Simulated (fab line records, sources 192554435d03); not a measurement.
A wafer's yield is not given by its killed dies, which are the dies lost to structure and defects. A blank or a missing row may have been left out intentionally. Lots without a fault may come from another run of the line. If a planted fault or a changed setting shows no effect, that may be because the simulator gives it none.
fab line records ; flow n5-finfet
record lots=7; wafers=39
route steps=1938 shown MOL_CONTACT_COAG@538
start-h: start of the lot's first displayed wafer, in hours after the record's first day ; wait-h: time in hours since the lot's previous step ; " as in the row above ; L1.1+2: a single row standing in for several wafers ; - either no value or no given start ; * or withheld: withheld ; < > ~ a bound
route shown NAME@n: names a module that has steps shown in the file, with the first one's number in the route ; usual: mean/standard deviation of fault-free wafers ; same: alike in all rows ; chamber/n: place in a boat ; sites: the reading at each site ; _std_site: standard deviation of those values ; _edge_site: mean of outer sites minus mean of inner sites ; radius-mm: for every site, how far away it sits from the centre of the wafer ; mask NAME#n: copy n ; behind: tool/chamber where the wafer was last shaped ; hold: what put the lot on hold/how long, in hours/how the hold closed ; device: whichever transistor did not switch (one of n, p or np) ; end of line: the tests these same wafers got at the end of their route ; a step without rows: its recipe alone ; killed: the dies lost at the first sort to structure and to defects; this is not the yield of the wafer ; map: a wafer's dies, x killed, . not, _ none there
set.NAME: setting as actually run; set.NAME@STEP: the setting as run at that earlier step ; model.NAME: the simulator's own value behind a step, which no gauge read
lots with deliberately changed settings; one table per step, one row per wafer
## steps
# step N5_MOL_CONTACT_COAG_ETCH_110
# recipe chemistry=CF4/O2; target=Si; target-depth-a=25; time-s=8; pressure-mtorr=100; source-w=200; bias-w=12; ion-energy-ev=60; Ar_flow_sccm=100; cf4-flow-sccm=100; O2_flow_sccm=10
# usual rf-vpp-V=126.7/1.3
lot.wafer;tool;chamber;start-h;wait-h;set.source-w;rf-vpp-V;model.etch.depth-nm
L075.1;rie-diel-05;2;92.76;0.0;200;124.7;2.564
L075.3;rie-diel-05;1;92.76;0.0;200;125.4;2.524
L075.6;rie-diel-05;1;92.76;0.0;200;128.3;2.519
L079.1;rie-diel-06;0;120.89;0.0;200;128.2;2.507
L079.2;rie-diel-06;2;120.89;0.0;200;124.9;2.494
L079.3;rie-diel-06;3;120.89;0.0;200;127.8;2.448
L079.4;rie-diel-06;1;120.89;0.0;219;118.0;2.707
L079.5;rie-diel-06;3;120.89;0.0;219;121.6;2.651
L079.6;rie-diel-06;2;120.89;0.0;219;118.5;2.666
L088.1;rie-diel-06;2;176.42;0.0;172.7;139.3;2.187
L088.2;rie-diel-06;1;176.42;0.0;172.7;138.8;2.222
L088.3;rie-diel-06;0;176.42;0.0;200;126.8;2.523
L088.4;rie-diel-06;3;176.42;0.0;172.7;140.0;2.174
L088.5;rie-diel-06;2;176.42;0.0;200;125.3;2.491
L088.6;rie-diel-06;1;176.42;0.0;200;126.6;2.481
L090.1;rie-diel-06;3;184.30;0.0;200;126.6;2.455
L090.2;rie-diel-06;0;184.30;0.0;200;127.8;2.532
L090.3;rie-diel-06;1;184.30;0.0;200;125.0;2.478
L090.4;rie-diel-06;2;184.30;0.0;200;126.3;2.45
L090.5;rie-diel-06;0;184.30;0.0;200;127.5;2.503
L090.6;rie-diel-06;1;184.30;0.0;200;125.5;2.507
L091.1;rie-diel-06;1;192.94;0.0;216.1;120.2;2.627
L091.2;rie-diel-06;0;192.94;0.0;200;126.7;2.506
L091.3;rie-diel-06;2;192.94;0.0;200;125.8;2.432
L091.4;rie-diel-06;3;192.94;0.0;216.1;123.2;2.629
L091.5;rie-diel-06;3;192.94;0.0;216.1;122.4;2.623
L091.6;rie-diel-06;2;192.94;0.0;200;126.9;2.446
L096.1;rie-diel-01;0;229.35;0.0;200;124.0;2.452
L096.2;rie-diel-01;3;229.35;0.0;200;127.4;2.494
L096.3;rie-diel-01;1;229.35;0.0;200;128.1;2.486
L096.4;rie-diel-01;2;229.35;0.0;200;125.8;2.515
L096.5;rie-diel-01;3;229.35;0.0;200;126.3;2.475
L096.6;rie-diel-01;0;229.35;0.0;200;126.3;2.447
L097.1;rie-diel-06;2;231.98;0.0;200;127.1;2.488
L097.2;rie-diel-06;1;231.98;0.0;185.4;132.6;2.331
L097.3;rie-diel-06;0;231.98;0.0;185.4;135.1;2.375
L097.4;rie-diel-06;0;231.98;0.0;200;127.4;2.533
L097.5;rie-diel-06;1;231.98;0.0;200;127.2;2.502
L097.6;rie-diel-06;2;231.98;0.0;185.4;131.2;2.323
## key
split step=N5_MOL_CONTACT_COAG_ETCH_110; setting=source-w; stated=200; by=wafer
response step=N5_MOL_CONTACT_COAG_ETCH_110; reading=rf-vpp-V; change=-0.837; per=1%; r=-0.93
response step=N5_MOL_CONTACT_COAG_ETCH_110; reading=model.etch.depth-nm; change=+0.0215; per=1%; r=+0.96
